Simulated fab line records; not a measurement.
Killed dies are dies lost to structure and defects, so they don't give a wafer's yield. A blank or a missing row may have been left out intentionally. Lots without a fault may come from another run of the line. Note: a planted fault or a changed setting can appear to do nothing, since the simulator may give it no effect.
Chamber matching -- flow n5-finfet -- 3 sister chambers for N5_BEOL_M0_SAQP_PECVD_00 on pecvd-04
The step deposits SiCN from 3MS/NH3, target thk 8 nm, time 14 s. 3 wafers are shown with their chamber, then 9 later ones without.

WAFERS, EACH WITH ITS CHAMBER
wafer,chamber,showerhead-plenum-p-Torr (Torr)
L089.1,2,3.648
L089.2,1,3.680
L089.3,0,3.664

WAFERS WHOSE CHAMBER IS MISSING
wafer,showerhead-plenum-p-Torr (Torr)
L089.4,3.662
L089.5,3.652
L089.6,3.666
L091.1,3.680
L091.2,3.664
L091.6,3.669
L094.1,3.672
L094.2,3.648
L094.4,3.656

CHAMBER TAKEN BY EACH
wafer,from the rows above,in truth
L089.4,0,0
L089.5,can't be placed: 2 or 0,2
L089.6,0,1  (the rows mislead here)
L091.1,1,1
L091.2,0,0
L091.6,can't be placed: 0 or 1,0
L094.1,can't be placed: 0 or 1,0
L094.2,2,2
L094.4,can't be placed: 0 or 2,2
4 of 9 placed correctly. Can't be placed from these rows: 4 (the true chamber is among the candidates in 4). Placed wrongly: 1.
How it was worked out, from the rows above alone: a wafer's distance from a chamber is the root of the sum, over the readings, of the square of ((its reading less the chamber's mean) divided by the reading's scatter). The wafer belongs to the nearest chamber; if the next one is less than 2 further off, it can't be placed. For every chamber, the mean is computed from those of its wafers that are shown. The scatter: root of mean squared gap, hidden wafer to nearest shown wafer, with one shown wafer a chamber.
